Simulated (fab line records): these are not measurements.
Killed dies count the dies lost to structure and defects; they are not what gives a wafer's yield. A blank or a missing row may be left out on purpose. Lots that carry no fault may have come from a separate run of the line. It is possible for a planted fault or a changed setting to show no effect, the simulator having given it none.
Which tool is to blame? + flow nand_harc + Sampling: 12 lots, 36 wafers, 6 of 1302 route steps

== WHAT THE GAUGES READ, wafer by wafer ==
NHARC_P_GATE_CD_MEAS_91: the cd target is 2000 nm. Usual: cd_nm at 2001.2 nm, with a standard deviation of 1.4.
| lot  | measured     | on        | cd_nm (nm)           | flag |
|------|--------------|-----------|----------------------|------|
| L451 | day 5 15:50  | cd_sem-03 | 2001.4 2001.6 2002.0 |      |
| L452 | day 6 07:01  | cd_sem-01 | 2000.9 1999.6 2001.6 |      |
| L453 | day 6 07:46  | cd_sem-01 | 2000.1 2000.5 2000.4 |      |
| L455 | day 7 06:05  | cd_sem-01 | 2004.0 2002.5 2002.6 |      |
| L457 | day 8 08:19  | cd_sem-01 | 2000.2 1998.3 2001.5 |      |
| L458 | day 8 20:16  | cd_sem-03 | - - -                | OFF  |
| L459 | day 9 09:10  | cd_sem-03 | 2001.2 2001.8 2002.5 |      |
| L467 | day 12 08:55 | cd_sem-01 | 1999.3 2001.4 2000.8 |      |
| L469 | day 13 07:07 | cd_sem-02 | 2000.1 1998.7 1996.6 |      |
| L470 | day 13 07:44 | cd_sem-03 | 1997.9 1999.7 1999.7 |      |
| L472 | day 14 08:16 | cd_sem-02 | 2002.4 2001.9 2001.7 |      |
| L474 | day 15 07:34 | cd_sem-02 | 2001.7 2001.9 2001.2 |      |

NHARC_END_SORT_01. Usual: killed_at_array 55, standard deviation 19; killed_at_other 0.8, standard deviation 1.1; killed_at_periphery 4.0, standard deviation 2.6; killed_dies 60, standard deviation 20; killed_open 3.4, standard deviation 1.7; killed_short 2.6, standard deviation 1.5.
| lot  | measured     | on        | killed_at_array | killed_at_other | killed_at_periphery | killed_dies | killed_open | killed_short | flag |
|------|--------------|-----------|-----------------|-----------------|---------------------|-------------|-------------|--------------|------|
| L458 | day 27 21:37 | prober-02 | 88 80 82        | 0 0 0           | 589 597 595         | 677 677 677 | 2 3 5       | 2 2 2        | OFF  |
| L459 | day 28 05:41 | prober-01 | 32 30 22        | 1 1 0           | 4 3 5               | 37 34 27    | 3 6 3       | 1 2 4        |      |
| L470 | day 32 07:13 | prober-01 | 66 82 82        | 2 2 2           | 2 2 1               | 70 86 85    | 2 2 2       | 1 3 3        |      |

== WHAT TOOL EACH LOT RAN ON (gives the tool, then ch and the chambers of the sampled wafers, and finally the start) ==
| lot  | NHARC_P_GATE_STRIP_75                | NHARC_P_GATE_STRIP_76                | NHARC_P_GATE_EXPOSE_88            | NHARC_P_GATE_RTA_82              |
|------|--------------------------------------|--------------------------------------|-----------------------------------|----------------------------------|
| L451 | plasma_asher-01 ch 0,1, day 5 13:20  | plasma_asher-02 ch 0,1, day 5 15:04  | krf_scanner-03 ch 0, day 5 15:41  | rtp_anneal-02 ch 0, day 5 19:11  |
| L452 | plasma_asher-01 ch 0,1, day 6 04:28  | plasma_asher-01 ch 1, day 6 06:05    | krf_scanner-04 ch 0, day 6 06:51  | rtp_anneal-02 ch 0, day 6 09:57  |
| L453 | plasma_asher-02 ch 0,1, day 6 05:11  | plasma_asher-02 ch 0,1, day 6 06:56  | krf_scanner-04 ch 0, day 6 07:37  | rtp_anneal-02 ch 0, day 6 10:46  |
| L455 | plasma_asher-01 ch 0,1, day 7 03:34  | plasma_asher-02 ch 0,1, day 7 05:10  | krf_scanner-02 ch 0, day 7 05:55  | rtp_anneal-01 ch 0, day 7 08:58  |
| L457 | plasma_asher-02 ch 0,1, day 8 05:46  | plasma_asher-01 ch 0,1, day 8 07:24  | krf_scanner-03 ch 0, day 8 08:09  | rtp_anneal-01 ch 0, day 8 11:14  |
| L458 | plasma_asher-01 ch 0,1, day 8 17:45  | plasma_asher-01 ch 0,1, day 8 19:22  | krf_scanner-02 ch 0, day 8 20:07  | rtp_anneal-02 ch 0, day 8 23:12  |
| L459 | plasma_asher-01 ch 0,1, day 9 06:38  | plasma_asher-02 ch 0,1, day 9 08:22  | krf_scanner-02 ch 0, day 9 09:00  | rtp_anneal-02 ch 0, day 9 12:05  |
| L467 | plasma_asher-01 ch 0,1, day 12 06:17 | plasma_asher-02 ch 0,1, day 12 08:00 | krf_scanner-02 ch 0, day 12 08:46 | rtp_anneal-01 ch 0, day 12 11:48 |
| L469 | plasma_asher-02 ch 0,1, day 13 04:37 | plasma_asher-02 ch 0,1, day 13 06:20 | krf_scanner-02 ch 0, day 13 06:58 | rtp_anneal-01 ch 0, day 13 10:11 |
| L470 | plasma_asher-01 ch 0,1, day 13 05:06 | plasma_asher-02 ch 0,1, day 13 06:49 | krf_scanner-04 ch 0, day 13 07:34 | rtp_anneal-02 ch 0, day 13 10:37 |
| L472 | plasma_asher-02 ch 0,1, day 14 05:26 | plasma_asher-01 ch 0,1, day 14 07:21 | krf_scanner-02 ch 0, day 14 08:07 | rtp_anneal-02 ch 0, day 14 11:10 |
| L474 | plasma_asher-01 ch 1, day 15 05:04   | plasma_asher-02 ch 0,1, day 15 06:47 | krf_scanner-04 ch 0, day 15 07:25 | rtp_anneal-01 ch 0, day 15 10:28 |
- NHARC_P_GATE_STRIP_75: strips in O2.
- NHARC_P_GATE_STRIP_76: strips in O2.
- NHARC_P_GATE_EXPOSE_88: exposes mask P HVN, target cd 2000 nm.
- NHARC_P_GATE_RTA_82: time 30 s.

== AS READ BY THE TOOLS THEMSELVES (means over the sampled wafers that have a number; for cases with no such wafer, the mark the record gives instead) ==
NHARC_P_GATE_STRIP_75. Usual: drypump_motor_current_A 5.4 A, standard deviation 0.33; heater_power_w 343 W, standard deviation 35; temp_c 249.98 C, standard deviation 0.19.
| lot  | tool            | drypump_motor_current_A (A) | heater_power_w (W) | temp_c (C) | flag |
|------|-----------------|-----------------------------|--------------------|------------|------|
| L451 | plasma_asher-01 | 5.5                         | 384                | 249.98     |      |
| L452 | plasma_asher-01 | 5.5                         | 388                | 249.98     |      |
| L453 | plasma_asher-02 | 5.5                         | 309                | 249.83     |      |
| L455 | plasma_asher-01 | 5.5                         | 379                | 249.94     |      |
| L457 | plasma_asher-02 | 5.5                         | 308                | 250.03     |      |
| L458 | plasma_asher-01 | 5.5                         | 383                | 249.97     |      |
| L459 | plasma_asher-01 | 5.5                         | 379                | 249.94     |      |
| L467 | plasma_asher-01 | 5.5                         | 365                | 250.09     |      |
| L469 | plasma_asher-02 | 5.5                         | 317                | 249.94     |      |
| L470 | plasma_asher-01 | 5.5                         | 374                | 249.91     |      |
| L472 | plasma_asher-02 | 5.4                         | 312                | 249.68     |      |
| L474 | plasma_asher-01 | 4.9                         | 346                | 249.92     |      |

NHARC_P_GATE_STRIP_76. Usual: drypump_motor_current_A 5.43 A, standard deviation 0.3; heater_power_w 337 W, standard deviation 36; temp_c 250.04 C, standard deviation 0.17.
| lot  | tool            | drypump_motor_current_A (A) | heater_power_w (W) | temp_c (C) | flag |
|------|-----------------|-----------------------------|--------------------|------------|------|
| L451 | plasma_asher-02 | 5.46                        | 306                | 249.99     |      |
| L452 | plasma_asher-01 | 4.94                        | 346                | 249.99     |      |
| L453 | plasma_asher-02 | 5.53                        | 305                | 249.84     |      |
| L455 | plasma_asher-02 | 5.46                        | 303                | 250.41     |      |
| L457 | plasma_asher-01 | 5.22                        | 366                | 250.10     |      |
| L458 | plasma_asher-01 | 5.22                        | 368                | 250.01     |      |
| L459 | plasma_asher-02 | 5.47                        | 304                | 249.93     |      |
| L467 | plasma_asher-02 | 5.45                        | 312                | 249.99     |      |
| L469 | plasma_asher-02 | 5.53                        | 317                | 249.98     |      |
| L470 | plasma_asher-02 | 5.45                        | 309                | 249.97     |      |
| L472 | plasma_asher-01 | 5.51                        | 377                | 249.90     |      |
| L474 | plasma_asher-02 | 5.46                        | 311                | 250.10     |      |

NHARC_P_GATE_RTA_82. Usual: anneal_temp_c_max 451.8, standard deviation 0.42; lamp_power_pct 3.68 %, standard deviation 0.084; lamp_zone_2_pct 3.68 %, standard deviation 0.084; lamp_zone_4_pct 3.68 %, standard deviation 0.084; lamp_zone_5_pct 3.70 %, standard deviation 0.084; wafer_temp_C_max 452.7, standard deviation 0.6.
| lot  | tool          | anneal_temp_c_max | lamp_power_pct (%) | lamp_zone_2_pct (%) | lamp_zone_4_pct (%) | lamp_zone_5_pct (%) | wafer_temp_C_max | flag |
|------|---------------|-------------------|--------------------|---------------------|---------------------|---------------------|------------------|------|
| L451 | rtp_anneal-02 | 451.6             | 3.62               | 3.62                | 3.62                | 3.63                | 452.5            |      |
| L452 | rtp_anneal-02 | 451.7             | 3.62               | 3.62                | 3.62                | 3.63                | 452.5            |      |
| L453 | rtp_anneal-02 | 451.4             | 3.62               | 3.62                | 3.62                | 3.63                | 451.8            |      |
| L455 | rtp_anneal-01 | 452.3             | 3.79               | 3.79                | 3.80                | 3.80                | 452.9            |      |
| L457 | rtp_anneal-01 | 451.6             | 3.79               | 3.79                | 3.79                | 3.81                | 452.8            |      |
| L458 | rtp_anneal-02 | 451.3             | 3.62               | 3.62                | 3.62                | 3.64                | 452.0            |      |
| L459 | rtp_anneal-02 | 451.6             | 3.62               | 3.62                | 3.62                | 3.63                | 452.5            |      |
| L467 | rtp_anneal-01 | 452.2             | 3.79               | 3.79                | 3.79                | 3.81                | 453.2            |      |
| L469 | rtp_anneal-01 | 452.1             | 3.79               | 3.79                | 3.79                | 3.81                | 452.7            |      |
| L470 | rtp_anneal-02 | 451.9             | 3.62               | 3.62                | 3.62                | 3.63                | 452.3            |      |
| L472 | rtp_anneal-02 | 451.5             | 3.62               | 3.62                | 3.62                | 3.63                | 452.1            |      |
| L474 | rtp_anneal-01 | 452.1             | 3.79               | 3.79                | 3.79                | 3.81                | 453.3            |      |

== THE ANSWER, worked out from the rows above alone ==
Rule: take the mean of a lot's wafers that have a number; if it is more than 3 standard deviations from the usual mean, the lot is off. Also off: a lot with no number at a reading for which 4 or more lots have one. All remaining lots with rows at the step are treated as sound. The gauges are gone through in route order, then the tools' own readings, and for those a lot's mean is taken as printed above. The first step at which some lot is off is used, and at that step the reading that is off furthest; a lot without a number counts as furthest.
Off: L458 (NHARC_P_GATE_CD_MEAS_91, cd_nm). Without a number there: L458.
A tool fits if, at a process step before that reading, it ran every lot that is off, and no sound lot after the first of them. Not tried: the gauges at NHARC_P_GATE_CD_MEAS_91; whatever is off there is also off at NHARC_END_SORT_01, on other tools, and gauge error can't account for it. None of those tried fits.

== WHAT WAS PUT IN BY THE SIMULATOR ==
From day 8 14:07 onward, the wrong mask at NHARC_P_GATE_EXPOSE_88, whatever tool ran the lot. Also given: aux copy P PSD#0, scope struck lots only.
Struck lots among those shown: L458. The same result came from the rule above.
